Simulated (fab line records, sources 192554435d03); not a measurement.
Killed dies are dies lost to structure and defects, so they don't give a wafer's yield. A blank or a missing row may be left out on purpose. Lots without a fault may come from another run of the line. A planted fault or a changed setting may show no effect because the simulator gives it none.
Problem report in the 8D (eight disciplines) form, filled by code | flow n5_finfet | the parts of the form that need people (team, actions taken, sign-off) are left out

1. THE PROBLEM
run_length_s at N5_BEOL_M14_ETCH_59 reads a mean of 96.4 s on 1 wafer of 1 lot; wafers without a fault read 91.1 s with a standard deviation of 0.54. That is +9.8 standard deviations from the usual mean.
The step: etches BARC in N2/H2, target depth 89 nm, overetch 26.7 nm, time 67.9 s.
First seen on wafer L996.2, day 17 02:11, on rie_diel-02. The record holds 33 wafers of 11 lots with a number at this step. Rule for "out", or "out of limits": more than 4 standard deviations from the usual mean. The other wafers with a number count as sound.

2. WHAT IT IS AND WHAT IT IS NOT
question                    | is                | is not
which readings at this step | run_length_s      | drypump_motor_current_A, n2_flow_sccm, oes_product_au, rf_vpp_V, showerhead_plenum_p_Torr, throttle_valve_pct
which lots                  | L996              | L100, L101, L102, L980, L982, L983, L986, L988, L990, L999
which wafers of those lots  | L996.2            | L996.3, L996.4
read on which tools         | rie_diel-02       | rie_diel-01, rie_diel-03
when                        | from day 17 02:11 | up to then (20 sound wafers); but 12 sound wafers of L100, L101, L102, L999 came after

3. SUSPECTS, AND WHAT RULES EACH OUT
Counting: a tool at a process step up to the reading stays a suspect if it ran every lot that is out. Sound lots after the first of them don't rule it out here, since some wafers of a struck lot are sound.
- rtp_anneal-01 at N5_BEOL_M13_ANNEAL_48 (time 90 s): kept. It ran the lot that is out, L996 (day 17 00:35); its last sound lot up to then is L990 (day 14 18:10).
- rie_diel-02 at N5_BEOL_M14_ETCH_59 (etches BARC in N2/H2, target depth 89 nm, overetch 26.7 nm, time 67.9 s): kept. It ran the lot that is out, L996 (day 17 02:11); its last sound lot up to then is L990 (day 14 19:54). Its own readings are out on those wafers: run_length_s.
- Within rie_diel-02 at N5_BEOL_M14_ETCH_59: the wafers that are out ran in chamber 3; their sound lot-mates ran in chambers 1, 2.
Left after counting: rtp_anneal-01 at N5_BEOL_M13_ANNEAL_48, rie_diel-02 at N5_BEOL_M14_ETCH_59.

4. THE CAUSE (what the simulator had put in)
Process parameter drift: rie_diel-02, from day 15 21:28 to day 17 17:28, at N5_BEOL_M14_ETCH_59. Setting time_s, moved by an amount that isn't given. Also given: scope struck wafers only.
Counting left 2 suspects, and this tool is among them.

5. THE CHAIN OF EFFECTS, in route order
Each row: a reading whose mean over the struck wafers that have a number lies more than 3 standard deviations from the usual. Only readings for which the record gives a usual standard deviation are gone through. hours: the time from each lot's start at the first step in this table that gives one to its start at this step, as a median over the lots. sigmas: the change in usual standard deviations.
hours | step                | reading      | usual  | on struck wafers | change | sigmas
0     | N5_BEOL_M14_ETCH_59 | run_length_s | 91.1 s | 96.4             | +5.3   | +9.8
The process steps in it:
- N5_BEOL_M14_ETCH_59: etches BARC in N2/H2, target depth 89 nm, overetch 26.7 nm, time 67.9 s.

6. WHAT WOULD HAVE CAUGHT IT SOONER
In this record the first reading out of limits was taken at day 17 02:11, 29 hours after the fault began at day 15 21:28.
